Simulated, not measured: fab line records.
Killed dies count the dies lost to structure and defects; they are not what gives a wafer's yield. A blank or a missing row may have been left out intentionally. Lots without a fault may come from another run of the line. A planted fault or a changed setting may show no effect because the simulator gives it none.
fab line records | flow nandHarc | part 1 of 2: steps 1 to 23 of 31
[record] lots = 5 | wafers = 15 | lastDay = 25
route steps=1159 shown A_STAIRCASE@534
lots that met no fault: from a run of the same line without faults
startH: the number of hours between the record's first day and the start of the first shown wafer of the lot | waitH: hours from the lot's prior step to this one | " same as the row above | L1.1+2: one row covering several wafers at once | - value missing, or start not given | * or withheld: withheld | < > ~ a bound
route shown NAME@n: NAME is a module with steps in the file, n the number in the route of the first one | usual: mean/standard deviation taken from wafers without a fault | same: alike in all rows | chamber/n: place in a boat | sites: each site's reading | _std_site: standard deviation of those values | _edge_site: inner sites' mean taken away from outer sites' mean | radiusMm: for every site, how far away it sits from the centre of the wafer | mask NAME#n: copy n | behind: tool/chamber where the wafer was last shaped | hold: the reason the lot was held/the length of the hold in hours/how it ended | device: transistor that didn't switch, given as n, p or np | end of line: tests of these same wafers at the route's end | a step with no rows: only its recipe | killed: at the first sort, the dies lost to defects and structure; wafer yield is something else | map: per-die view of a wafer (x killed, . not killed, _ where there is no die)
set.NAME: the setting as run; set.NAME@STEP: as run at that earlier step | model.NAME: the simulator's own value behind a step, which no gauge read
certain route steps with their lots: each step a table, each wafer a row
services: when a tool's chamber went out of use (startH, in hours from the record's first day, below 0 if earlier), for how many hours, and the reason
[[steps]]
[step NHARC_A_STAIRCASE_STRIP_172]
[recipe] timeS = 900 | tempC = 130 | chemistry = SPM
lot.wafer  | tool        | chamber | startH | waitH
L085.2+5+4 | wetBench-04 | 4,5,7   | 291.13 | 0.3
L091.5+2+6 | wetBench-06 | 3,4,7   | 337.52 | 0.1
L093.3+1+6 | wetBench-04 | 1,2,5   | 355.91 | 0.2
L094.4+6+2 | wetBench-09 | 3,4,0   | 356.07 | 0.2
L097.4+6+1 | wetBench-04 | 3,4,0   | 384.20 | 0.2
[step NHARC_A_STAIRCASE_PRECLEAN_173]
[recipe] timeS = * | tempC = 50 | bathAgeMin = 0 | chemistry = SC1
[usual] diwFlowMLMin = 1415/4.4
[same] bathAgeMin = 0
lot.wafer | tool        | chamber | startH | waitH | diwFlowMLMin
L085.2    | wetBench-04 | 4       | -      | -     | 1427
L085.5    | "           | 5       | "      | "     | 1419
L085.4    | "           | 7       | "      | "     | 1413
L091.5    | wetBench-06 | 3       | -      | -     | 1419
L091.2    | "           | 4       | "      | "     | 1410
L091.6    | "           | 7       | "      | "     | 1415
L093.3    | wetBench-04 | 1       | -      | -     | 1420
L093.1    | "           | 2       | "      | "     | 1416
L093.6    | "           | 5       | "      | "     | 1416
L094.4    | wetBench-09 | 3       | -      | -     | 1413
L094.6    | "           | 4       | "      | "     | 1410
L094.2    | "           | 0       | "      | "     | 1419
L097.4    | wetBench-04 | 3       | -      | -     | 1416
L097.6    | "           | 4       | "      | "     | 1415
L097.1    | "           | 0       | "      | "     | 1410
[step NHARC_A_STAIRCASE_SRD_174]
lot.wafer  | tool        | chamber | startH | waitH
L085.2+5+4 | wetBench-04 | 4,5,7   | -      | -
L091.5+2+6 | wetBench-06 | 3,4,7   | -      | -
L093.3+1+6 | wetBench-04 | 1,2,5   | -      | -
L094.4+6+2 | wetBench-09 | 3,4,0   | -      | -
L097.4+6+1 | wetBench-04 | 3,4,0   | -      | -
[step NHARC_A_STAIRCASE_DEHYDRATE_01]
[recipe] tempC = 150 | timeS = 120
lot.wafer  | tool          | chamber | startH | waitH
L085.2+4+5 | lithoTrack-03 | 0       | 291.59 | -
L091.2+5+6 | lithoTrack-03 | 0       | 337.97 | -
L093.1+3+6 | lithoTrack-07 | 0       | 356.37 | -
L094.2+4+6 | lithoTrack-07 | 0       | 356.53 | -
L097.1+4+6 | lithoTrack-03 | 0       | 384.66 | -
[step NHARC_A_STAIRCASE_HMDS_02]
[recipe] timeS = 30
lot.wafer  | tool          | chamber | startH | waitH
L085.2+4+5 | lithoTrack-03 | 0       | -      | -
L091.2+5+6 | lithoTrack-03 | 0       | -      | -
L093.1+3+6 | lithoTrack-07 | 0       | -      | -
L094.2+4+6 | lithoTrack-07 | 0       | -      | -
L097.1+4+6 | lithoTrack-03 | 0       | -      | -
[step NHARC_A_STAIRCASE_COAT_03]
[recipe] spinRpm = 1200
lot.wafer  | tool          | chamber | startH | waitH
L085.2+4+5 | lithoTrack-03 | 0       | -      | -
L091.2+5+6 | lithoTrack-03 | 0       | -      | -
L093.1+3+6 | lithoTrack-07 | 0       | -      | -
L094.2+4+6 | lithoTrack-07 | 0       | -      | -
L097.1+4+6 | lithoTrack-03 | 0       | -      | -
[step NHARC_A_STAIRCASE_SOFTBAKE_04]
[recipe] tempC = 135 | timeS = 170
lot.wafer  | tool          | chamber | startH | waitH
L085.2+4+5 | lithoTrack-03 | 0       | -      | -
L091.2+5+6 | lithoTrack-03 | 0       | -      | -
L093.1+3+6 | lithoTrack-07 | 0       | -      | -
L094.2+4+6 | lithoTrack-07 | 0       | -      | -
L097.1+4+6 | lithoTrack-03 | 0       | -      | -
[step NHARC_A_STAIRCASE_EBR_05]
lot.wafer  | tool          | chamber | startH | waitH
L085.2+4+5 | lithoTrack-03 | 0       | -      | -
L091.2+5+6 | lithoTrack-03 | 0       | -      | -
L093.1+3+6 | lithoTrack-07 | 0       | -      | -
L094.2+4+6 | lithoTrack-07 | 0       | -      | -
L097.1+4+6 | lithoTrack-03 | 0       | -      | -
[step NHARC_A_STAIRCASE_EXPOSE_06]
[recipe] na = 0.5 | doseMj = 25.43 | maskId = STAIR
lot.wafer  | tool          | chamber | startH | waitH | mask
L085.2+4+5 | krfScanner-03 | 0       | 291.87 | -     | STAIR#0
L091.2+5+6 | krfScanner-03 | 0       | 338.31 | -     | STAIR#0
L093.1+3+6 | krfScanner-02 | 0       | 356.70 | -     | STAIR#0
L094.2+4+6 | krfScanner-02 | 0       | 356.75 | -     | STAIR#0
L097.1+4+6 | krfScanner-04 | 0       | 384.99 | -     | STAIR#0
[step NHARC_A_STAIRCASE_PEB_07]
[recipe] pebTempC = 115 | pebTimeS = 130
lot.wafer  | tool          | chamber | startH | waitH
L085.2+4+5 | lithoTrack-03 | 0       | 291.93 | 0.1
L091.2+5+6 | lithoTrack-03 | 0       | 338.37 | 0.1
L093.1+3+6 | lithoTrack-02 | 0       | 356.77 | 0.1
L094.2+4+6 | lithoTrack-07 | 0       | 356.81 | 0.1
L097.1+4+6 | lithoTrack-07 | 0       | 385.06 | 0.1
[step NHARC_A_STAIRCASE_DEVELOP_08]
[recipe] timeS = 140
lot.wafer  | tool          | chamber | startH | waitH
L085.2+4+5 | lithoTrack-03 | 0       | -      | -
L091.2+5+6 | lithoTrack-03 | 0       | -      | -
L093.1+3+6 | lithoTrack-02 | 0       | -      | -
L094.2+4+6 | lithoTrack-07 | 0       | -      | -
L097.1+4+6 | lithoTrack-07 | 0       | -      | -
[step NHARC_A_STAIRCASE_HARDBAKE_10]
[recipe] tempC = 120 | timeS = 140
lot.wafer  | tool          | chamber | startH | waitH
L085.2+4+5 | lithoTrack-07 | 0       | 292.15 | -
L091.2+5+6 | lithoTrack-02 | 0       | 338.59 | -
L093.1+3+6 | lithoTrack-03 | 0       | 356.98 | -
L094.2+4+6 | lithoTrack-02 | 0       | 357.04 | -
L097.1+4+6 | lithoTrack-03 | 0       | 385.28 | -
[step NHARC_A_STAIRCASE_DESCUM_11]
[recipe] timeS = 3 | o2FlowSccm = 200 | arFlowSccm = 0 | biasPowerW = 0 | chemistry = O2
[usual] drypumpMotorCurrentA = 6.1/0.36 | oesProductAu = 0.998/0.01 | rfVppV = 57.8/0.87 | showerheadPlenumPTorr = 1.93/0.082 | throttleValvePct = 11.311/0.01
lot.wafer | tool       | chamber | startH | waitH | drypumpMotorCurrentA | oesProductAu | rfHoursCounterH | rfVppV | showerheadPlenumPTorr | throttleValvePct
L085.2    | rieDiel-02 | 0       | 292.25 | -     | 5.7                  | 0.991        | 54              | 58.1   | 1.76                  | 11.288
L085.4    | "          | 1       | "      | "     | 6.7                  | 0.989        | 49              | 58.1   | 2.00                  | 11.307
L085.5    | "          | 2       | "      | "     | 6.3                  | 0.990        | -               | 56.9   | 1.96                  | 11.306
L091.2    | rieDiel-06 | 2       | 338.69 | -     | 6.4                  | 0.984        | 28              | 57.5   | 1.94                  | 11.297
L091.6    | "          | 1       | "      | "     | 6.2                  | 1.016        | -               | 58.2   | 1.90                  | 11.299
L091.5    | "          | 2       | "      | "     | 6.4                  | 0.983        | -               | 57.1   | 1.94                  | 11.304
L093.3    | rieDiel-06 | 2       | 357.09 | -     | 6.4                  | 0.992        | 33              | 56.9   | 1.94                  | 11.317
L093.1    | "          | 3       | "      | "     | 5.7                  | 1.007        | 39              | 57.7   | 1.95                  | 11.311
L093.6    | "          | 0       | "      | "     | 6.3                  | 1.030        | -               | 56.4   | 1.81                  | 11.316
L094.2    | rieDiel-02 | 3       | 357.12 | -     | 5.8                  | 1.002        | 8               | 58.1   | 2.07                  | 11.298
L094.4    | "          | 1       | "      | "     | 6.7                  | 1.013        | -               | 59.0   | 1.99                  | 11.312
L094.6    | "          | 2       | "      | "     | 6.3                  | 0.991        | -               | 57.4   | 1.95                  | 11.302
L097.4    | rieDiel-06 | 2       | 385.47 | -     | 6.4                  | 1.002        | 43              | 58.5   | 1.94                  | 11.335
L097.1    | "          | 3       | "      | "     | 5.7                  | 1.011        | 49              | 58.9   | 1.94                  | 11.309
L097.6    | "          | 3       | "      | "     | 5.7                  | 1.008        | -               | 57.5   | 1.94                  | 11.299
[step NHARC_A_STAIRCASE_TRIM_12]
[recipe] timeS = 211.2 | o2FlowSccm = 500 | arFlowSccm = 0 | biasW = 0 | chemistry = O2
[usual] drypumpMotorCurrentA = 6.1/0.37 | oesProductAu = 0.999/0.0095 | rfVppV = 57.8/0.88 | showerheadPlenumPTorr = 3.54/0.15 | throttleValvePct = 17.036/0.0094
lot.wafer | tool       | chamber | startH | waitH | drypumpMotorCurrentA | oesProductAu | rfHoursCounterH | rfVppV | showerheadPlenumPTorr | throttleValvePct
L085.2    | rieDiel-02 | 3       | 292.51 | 0.2   | 5.9                  | 0.990        | 55              | 56.9   | 3.28                  | 17.030
L085.4    | "          | 0       | "      | "     | 5.7                  | 0.984        | 55              | 57.7   | 3.27                  | 17.015
L085.5    | "          | 2       | "      | "     | 6.3                  | 0.993        | -               | 59.4   | 3.60                  | 17.029
L091.2    | rieDiel-06 | 0       | 338.81 | 0.1   | 6.3                  | 1.003        | 34              | 56.9   | 3.35                  | 17.028
L091.5    | "          | 1       | "      | "     | 6.3                  | 1.007        | -               | 57.5   | 3.50                  | 17.032
L091.6    | "          | 2       | "      | "     | 6.5                  | 0.987        | -               | 58.1   | 3.58                  | 17.026
L093.1    | rieDiel-06 | 2       | 357.17 | 0.1   | 6.5                  | 0.991        | 33              | 57.4   | 3.58                  | 17.045
L093.3    | "          | 0       | "      | "     | 6.4                  | 1.027        | 39              | 56.5   | 3.35                  | 17.032
L093.6    | "          | 1       | "      | "     | 6.2                  | 1.011        | -               | 57.1   | 3.50                  | 17.053
L094.2    | rieDiel-02 | 3       | 357.25 | 0.1   | 5.9                  | 1.008        | 8               | 58.8   | 3.80                  | 17.042
L094.6    | "          | 2       | "      | "     | 6.3                  | 1.006        | -               | 58.7   | 3.59                  | 17.055
L094.4    | "          | 1       | "      | "     | 6.7                  | 1.010        | -               | 58.2   | 3.66                  | 17.037
L097.1    | rieDiel-06 | 1       | 385.64 | 0.2   | 6.3                  | 0.999        | 48              | 58.6   | 3.49                  | 17.034
L097.4    | "          | 3       | "      | "     | 5.7                  | 1.006        | 49              | 57.9   | 3.58                  | 17.040
L097.6    | "          | 0       | "      | "     | 6.4                  | 1.007        | -               | 57.9   | 3.35                  | 17.028
[step NHARC_A_STAIRCASE_ETCH_13]
[recipe] targetDepthA = 1000 | timeS = 40.5 | ionEnergyEv = 400 | c4f8FlowSccm = 20 | o2FlowSccm = 10 | arFlowSccm = withheld | rfW = 600 | biasW = 1000 | chemistry = C4F8/O2
[usual] oesProductAu = 0.939/0.015 | rfVppV = 896/5.4
lot.wafer | tool       | chamber | startH | waitH | oesProductAu | rfHoursCounterH | rfVppV
L085.4    | rieDiel-02 | 2       | -      | -     | 0.920        | 54              | 899
L085.2    | "          | 1       | "      | "     | 0.916        | 50              | 902
L085.5    | "          | 2       | "      | "     | 0.916        | -               | 898
L091.2    | rieDiel-06 | 1       | -      | -     | 0.936        | 33              | 896
L091.5    | "          | 0       | "      | "     | 0.944        | -               | 889
L091.6    | "          | 1       | "      | "     | 0.941        | -               | 894
L093.1    | rieDiel-06 | 0       | -      | -     | 0.956        | 39              | 890
L093.3    | "          | 2       | "      | "     | 0.935        | 33              | 897
L093.6    | "          | 0       | "      | "     | 0.945        | -               | 889
L094.2    | rieDiel-02 | 2       | -      | -     | 0.921        | 8               | 898
L094.4    | "          | 1       | "      | "     | 0.934        | -               | 900
L094.6    | "          | 2       | "      | "     | 0.929        | -               | 898
L097.1    | rieDiel-06 | 2       | -      | -     | 0.919        | 43              | 898
L097.4    | "          | 1       | "      | "     | 0.934        | 48              | 896
L097.6    | "          | 3       | "      | "     | 0.928        | -               | 898
[step NHARC_A_STAIRCASE_TRIM_14]
[recipe] timeS = 211.2 | o2FlowSccm = 500 | arFlowSccm = 0 | biasW = 0 | chemistry = O2
[usual] drypumpMotorCurrentA = 6.1/0.36 | oesProductAu = 0.998/0.01 | rfVppV = 57.9/0.95 | showerheadPlenumPTorr = 3.55/0.14 | throttleValvePct = 17.036/0.009
lot.wafer | tool       | chamber | startH | waitH | drypumpMotorCurrentA | oesProductAu | rfHoursCounterH | rfVppV | showerheadPlenumPTorr | throttleValvePct
L085.4    | rieDiel-02 | 2       | -      | -     | 6.3                  | 0.985        | 56              | 58.3   | 3.60                  | 17.045
L085.2    | "          | 0       | "      | "     | 5.7                  | 0.993        | 56              | 57.8   | 3.27                  | 17.024
L085.5    | "          | 1       | "      | "     | 6.7                  | 0.994        | -               | 56.9   | 3.67                  | 17.012
L091.2    | rieDiel-06 | 1       | -      | -     | 6.2                  | 1.003        | 33              | 58.4   | 3.50                  | 17.035
L091.6    | "          | 1       | "      | "     | 6.3                  | 1.001        | -               | 58.4   | 3.50                  | 17.032
L091.5    | "          | 2       | "      | "     | 6.5                  | 0.986        | -               | 58.5   | 3.58                  | 17.029
L093.3    | rieDiel-06 | 1       | -      | -     | 6.2                  | 1.013        | 37              | 58.0   | 3.50                  | 17.025
L093.1    | "          | 2       | "      | "     | 6.4                  | 0.999        | 33              | 58.0   | 3.58                  | 17.033
L093.6    | "          | 1       | "      | "     | 6.3                  | 1.016        | -               | 58.2   | 3.50                  | 17.055
L094.2    | rieDiel-02 | 2       | -      | -     | 6.3                  | 0.992        | 8               | 57.2   | 3.59                  | 17.045
L094.6    | "          | 1       | "      | "     | 6.7                  | 1.016        | -               | 58.7   | 3.66                  | 17.051
L094.4    | "          | 2       | "      | "     | 6.3                  | 0.993        | -               | 57.1   | 3.59                  | 17.026
L097.4    | rieDiel-06 | 1       | -      | -     | 6.2                  | 0.998        | 48              | 58.3   | 3.49                  | 17.051
L097.1    | "          | 2       | "      | "     | 6.4                  | 0.989        | 43              | 56.8   | 3.57                  | 17.027
L097.6    | "          | 1       | "      | "     | 6.2                  | 1.006        | -               | 58.3   | 3.49                  | 17.039
[step NHARC_A_STAIRCASE_ETCH_15]
[recipe] targetDepthA = 1000 | timeS = 40.5 | ionEnergyEv = 400 | c4f8FlowSccm = 20 | o2FlowSccm = 10 | arFlowSccm = withheld | rfW = 600 | biasW = 1000 | chemistry = C4F8/O2
[usual] oesProductAu = 0.940/0.012 | rfVppV = 896/5.3
lot.wafer | tool       | chamber | startH | waitH | oesProductAu | rfHoursCounterH | rfVppV
L085.4    | rieDiel-02 | 0       | -      | -     | 0.921        | 56              | 887
L085.2    | "          | 1       | "      | "     | 0.926        | 51              | 901
L085.5    | "          | 2       | "      | "     | 0.932        | -               | 899
L091.2    | rieDiel-06 | 3       | -      | -     | 0.929        | 35              | 899
L091.6    | "          | 3       | "      | "     | 0.939        | -               | 897
L091.5    | "          | 0       | "      | "     | 0.957        | -               | 889
L093.1    | rieDiel-06 | 2       | -      | -     | 0.935        | 33              | 898
L093.3    | "          | 3       | "      | "     | 0.955        | 39              | 899
L093.6    | "          | 1       | "      | "     | 0.952        | -               | 896
L094.2    | rieDiel-02 | 3       | -      | -     | 0.942        | 8               | 905
L094.4    | "          | 3       | "      | "     | 0.944        | -               | 906
L094.6    | "          | 1       | "      | "     | 0.957        | -               | 900
L097.4    | rieDiel-06 | 0       | -      | -     | 0.934        | 52              | 889
L097.1    | "          | 1       | "      | "     | 0.930        | 49              | 896
L097.6    | "          | 0       | "      | "     | 0.930        | -               | 889
[step NHARC_A_STAIRCASE_TRIM_16]
[recipe] timeS = 211.2 | o2FlowSccm = 500 | arFlowSccm = 0 | biasW = 0 | chemistry = O2
[usual] drypumpMotorCurrentA = 6.1/0.37 | oesProductAu = 0.998/0.01 | rfVppV = 57.7/1.1 | showerheadPlenumPTorr = 3.55/0.14 | throttleValvePct = 17.036/0.01
lot.wafer | tool       | chamber | startH | waitH | drypumpMotorCurrentA | oesProductAu | rfHoursCounterH | rfVppV | showerheadPlenumPTorr | throttleValvePct
L085.2    | rieDiel-02 | 1       | -      | -     | 6.7                  | 0.992        | 51              | 57.7   | 3.67                  | 17.031
L085.4    | "          | 0       | "      | "     | 5.7                  | 0.989        | 56              | 57.0   | 3.27                  | 17.040
L085.5    | "          | 1       | "      | "     | 6.7                  | 1.001        | -               | 57.9   | 3.67                  | 17.030
L091.2    | rieDiel-06 | 3       | -      | -     | 5.7                  | 0.999        | 35              | 57.7   | 3.59                  | 17.038
L091.6    | "          | 1       | "      | "     | 6.2                  | 1.020        | -               | 57.7   | 3.50                  | 17.023
L091.5    | "          | 2       | "      | "     | 6.4                  | 0.992        | -               | 56.4   | 3.58                  | 17.026
L093.1    | rieDiel-06 | 2       | -      | -     | 6.4                  | 0.995        | 33              | 57.2   | 3.58                  | 17.042
L093.3    | "          | 0       | "      | "     | 6.4                  | 1.007        | 39              | 56.8   | 3.35                  | 17.048
L093.6    | "          | 3       | "      | "     | 5.7                  | 0.993        | -               | 58.3   | 3.58                  | 17.031
L094.2    | rieDiel-02 | 3       | -      | -     | 5.9                  | 0.997        | 8               | 59.1   | 3.80                  | 17.042
L094.6    | "          | 1       | "      | "     | 6.7                  | 1.008        | -               | 56.9   | 3.66                  | 17.040
L094.4    | "          | 2       | "      | "     | 6.3                  | 1.001        | -               | 58.1   | 3.59                  | 17.027
L097.4    | rieDiel-06 | 0       | -      | -     | 6.4                  | 0.999        | 52              | 58.1   | 3.34                  | 17.060
L097.1    | "          | 2       | "      | "     | 6.4                  | 0.985        | 44              | 58.1   | 3.57                  | 17.035
L097.6    | "          | 0       | "      | "     | 6.3                  | 1.002        | -               | 57.8   | 3.35                  | 17.034
[step NHARC_A_STAIRCASE_ETCH_17]
[recipe] targetDepthA = 1000 | timeS = 40.5 | ionEnergyEv = 400 | c4f8FlowSccm = 20 | o2FlowSccm = 10 | arFlowSccm = withheld | rfW = 600 | biasW = 1000 | chemistry = C4F8/O2
[usual] oesProductAu = 0.940/0.011 | rfVppV = 896/5.3
lot.wafer | tool       | chamber | startH | waitH | oesProductAu | rfHoursCounterH | rfVppV
L085.2    | rieDiel-02 | 2       | -      | -     | 0.925        | 56              | 899
L085.4    | "          | 0       | "      | "     | 0.919        | 56              | 887
L085.5    | "          | 1       | "      | "     | 0.919        | -               | 901
L091.2    | rieDiel-06 | 1       | -      | -     | 0.947        | 33              | 895
L091.6    | "          | 2       | "      | "     | 0.924        | -               | 898
L091.5    | "          | 3       | "      | "     | 0.955        | -               | 898
L093.3    | rieDiel-06 | 3       | -      | -     | 0.944        | 40              | 899
L093.1    | "          | 0       | "      | "     | 0.954        | 39              | 889
L093.6    | "          | 1       | "      | "     | 0.949        | -               | 895
L094.2    | rieDiel-02 | 2       | -      | -     | 0.938        | 8               | 898
L094.4    | "          | 1       | "      | "     | 0.951        | -               | 901
L094.6    | "          | 2       | "      | "     | 0.937        | -               | 899
L097.1    | rieDiel-06 | 0       | -      | -     | 0.941        | 52              | 889
L097.4    | "          | 2       | "      | "     | 0.929        | 44              | 898
L097.6    | "          | 1       | "      | "     | 0.950        | -               | 895
[step NHARC_A_STAIRCASE_TRIM_18]
[recipe] timeS = 211.2 | o2FlowSccm = 500 | arFlowSccm = 0 | biasW = 0 | chemistry = O2
[usual] drypumpMotorCurrentA = 6.1/0.37 | oesProductAu = 0.998/0.011 | rfVppV = 57.7/0.96 | showerheadPlenumPTorr = 3.54/0.15 | throttleValvePct = 17.035/0.0088
lot.wafer | tool       | chamber | startH | waitH | drypumpMotorCurrentA | oesProductAu | rfHoursCounterH | rfVppV | showerheadPlenumPTorr | throttleValvePct
L085.4    | rieDiel-02 | 2       | -      | -     | 6.3                  | 1.003        | 57              | 58.3   | 3.60                  | 17.039
L085.2    | "          | 1       | "      | "     | 6.7                  | 0.996        | 52              | 57.9   | 3.67                  | 17.027
L085.5    | "          | 3       | "      | "     | 5.9                  | 0.990        | -               | 56.4   | 3.27                  | 17.029
L091.2    | rieDiel-06 | 3       | -      | -     | 5.7                  | 1.005        | 35              | 57.8   | 3.59                  | 17.054
L091.5    | "          | 0       | "      | "     | 6.4                  | 1.011        | -               | 57.4   | 3.35                  | 17.028
L091.6    | "          | 1       | "      | "     | 6.2                  | 1.010        | -               | 58.5   | 3.50                  | 17.027
L093.1    | rieDiel-06 | 3       | -      | -     | 5.7                  | 0.999        | 40              | 57.7   | 3.58                  | 17.058
L093.3    | "          | 1       | "      | "     | 6.3                  | 1.009        | 37              | 56.5   | 3.50                  | 17.037
L093.6    | "          | 3       | "      | "     | 5.8                  | 0.998        | -               | 58.5   | 3.58                  | 17.049
L094.2    | rieDiel-02 | 2       | -      | -     | 6.3                  | 1.003        | 8               | 60.3   | 3.59                  | 17.027
L094.6    | "          | 3       | "      | "     | 5.8                  | 1.004        | -               | 58.9   | 3.80                  | 17.017
L094.4    | "          | 1       | "      | "     | 6.7                  | 1.023        | -               | 58.5   | 3.66                  | 17.050
L097.1    | rieDiel-06 | 2       | -      | -     | 6.5                  | 0.992        | 44              | 58.0   | 3.57                  | 17.027
L097.4    | "          | 3       | "      | "     | 5.7                  | 1.018        | 50              | 57.7   | 3.58                  | 17.027
L097.6    | "          | 1       | "      | "     | 6.2                  | 1.018        | -               | 57.9   | 3.49                  | 17.036
[step NHARC_A_STAIRCASE_ETCH_19]
[recipe] targetDepthA = 1000 | timeS = 40.5 | ionEnergyEv = 400 | c4f8FlowSccm = 20 | o2FlowSccm = 10 | arFlowSccm = withheld | rfW = 600 | biasW = 1000 | chemistry = C4F8/O2
[usual] oesProductAu = 0.944/0.012 | rfVppV = 896/5.4
lot.wafer | tool       | chamber | startH | waitH | oesProductAu | rfHoursCounterH | rfVppV
L085.2    | rieDiel-02 | 2       | -      | -     | 0.928        | 57              | 899
L085.4    | "          | 3       | "      | "     | 0.933        | 57              | 887
L085.5    | "          | 1       | "      | "     | 0.929        | -               | 902
L091.2    | rieDiel-06 | 3       | -      | -     | 0.966        | 35              | 898
L091.5    | "          | 2       | "      | "     | 0.938        | -               | 898
L091.6    | "          | 3       | "      | "     | 0.964        | -               | 898
L093.1    | rieDiel-06 | 0       | -      | -     | 0.957        | 39              | 888
L093.3    | "          | 2       | "      | "     | 0.937        | 33              | 896
L093.6    | "          | 1       | "      | "     | 0.958        | -               | 895
L094.2    | rieDiel-02 | 3       | -      | -     | 0.947        | 9               | 906
L094.6    | "          | 2       | "      | "     | 0.945        | -               | 898
L094.4    | "          | 3       | "      | "     | 0.943        | -               | 905
L097.1    | rieDiel-06 | 0       | -      | -     | 0.943        | 52              | 888
L097.4    | "          | 2       | "      | "     | 0.919        | 44              | 899
L097.6    | "          | 0       | "      | "     | 0.948        | -               | 889
[step NHARC_A_STAIRCASE_TRIM_20]
[recipe] timeS = 211.2 | o2FlowSccm = 500 | arFlowSccm = 0 | biasW = 0 | chemistry = O2
[usual] drypumpMotorCurrentA = 6.1/0.35 | oesProductAu = 1.000/0.011 | rfVppV = 57.8/0.85 | showerheadPlenumPTorr = 3.54/0.12 | throttleValvePct = 17.038/0.0089
lot.wafer | tool       | chamber | startH | waitH | drypumpMotorCurrentA | oesProductAu | rfHoursCounterH | rfVppV | showerheadPlenumPTorr | throttleValvePct
L085.2    | rieDiel-02 | 2       | 295.39 | 0.1   | 6.3                  | 0.981        | 57              | 58.3   | 3.60                  | 17.046
L085.4    | "          | 0       | "      | "     | 5.7                  | 0.982        | 56              | 56.8   | 3.27                  | 17.019
L085.5    | "          | 2       | "      | "     | 6.3                  | 0.985        | -               | 58.1   | 3.60                  | 17.038
L091.2    | rieDiel-07 | 2       | 340.51 | 0.1   | 6.1                  | 1.001        | 36              | 58.3   | 3.75                  | 17.045
L091.5    | "          | 3       | "      | "     | 5.4                  | 0.990        | -               | 57.8   | 3.67                  | 17.033
L091.6    | "          | 0       | "      | "     | 6.3                  | 1.010        | -               | 57.0   | 3.67                  | 17.048
L093.1    | rieDiel-06 | 2       | 358.20 | 0.1   | 6.4                  | 0.991        | 33              | 58.8   | 3.58                  | 17.050
L093.3    | "          | 3       | "      | "     | 5.7                  | 1.000        | 40              | 58.5   | 3.58                  | 17.035
L093.6    | "          | 1       | "      | "     | 6.2                  | 1.007        | -               | 58.6   | 3.50                  | 17.028
L094.2    | rieDiel-02 | 3       | 358.46 | 0.1   | 5.9                  | 1.002        | 9               | 57.7   | 3.80                  | 17.044
L094.6    | "          | 3       | "      | "     | 5.8                  | 1.005        | -               | 57.5   | 3.80                  | 17.033
L094.4    | "          | 2       | "      | "     | 6.3                  | 1.007        | -               | 58.1   | 3.59                  | 17.051
L097.4    | rieDiel-06 | 3       | 387.61 | 0.1   | 5.7                  | 1.020        | 50              | 58.4   | 3.58                  | 17.034
L097.1    | "          | 0       | "      | "     | 6.3                  | 1.006        | 52              | 55.7   | 3.34                  | 17.051
L097.6    | "          | 3       | "      | "     | 5.8                  | 1.004        | -               | 56.6   | 3.58                  | 17.039
[step NHARC_A_STAIRCASE_ETCH_21]
[recipe] targetDepthA = 1000 | timeS = 40.5 | ionEnergyEv = 400 | c4f8FlowSccm = 20 | o2FlowSccm = 10 | arFlowSccm = withheld | rfW = 600 | biasW = 1000 | chemistry = C4F8/O2
[usual] oesProductAu = 0.944/0.015 | rfVppV = 896/4.8
lot.wafer | tool       | chamber | startH | waitH | oesProductAu | rfHoursCounterH | rfVppV
L085.4    | rieDiel-02 | 3       | -      | -     | 0.932        | 58              | 888
L085.2    | "          | 1       | "      | "     | 0.922        | 52              | 902
L085.5    | "          | 0       | "      | "     | 0.924        | -               | 886
L091.2    | rieDiel-07 | 2       | -      | -     | 0.954        | 36              | 903
L091.5    | "          | 1       | "      | "     | 0.940        | -               | 894
L091.6    | "          | 2       | "      | "     | 0.945        | -               | 903
L093.1    | rieDiel-06 | 1       | -      | -     | 0.959        | 37              | 894
L093.3    | "          | 3       | "      | "     | 0.959        | 40              | 899
L093.6    | "          | 0       | "      | "     | 0.961        | -               | 889
L094.2    | rieDiel-02 | 3       | -      | -     | 0.942        | 9               | 905
L094.6    | "          | 3       | "      | "     | 0.951        | -               | 905
L094.4    | "          | 1       | "      | "     | 0.960        | -               | 901
L097.1    | rieDiel-06 | 2       | -      | -     | 0.916        | 45              | 896
L097.4    | "          | 1       | "      | "     | 0.937        | -               | 895
L097.6    | "          | 2       | "      | "     | 0.913        | -               | 897
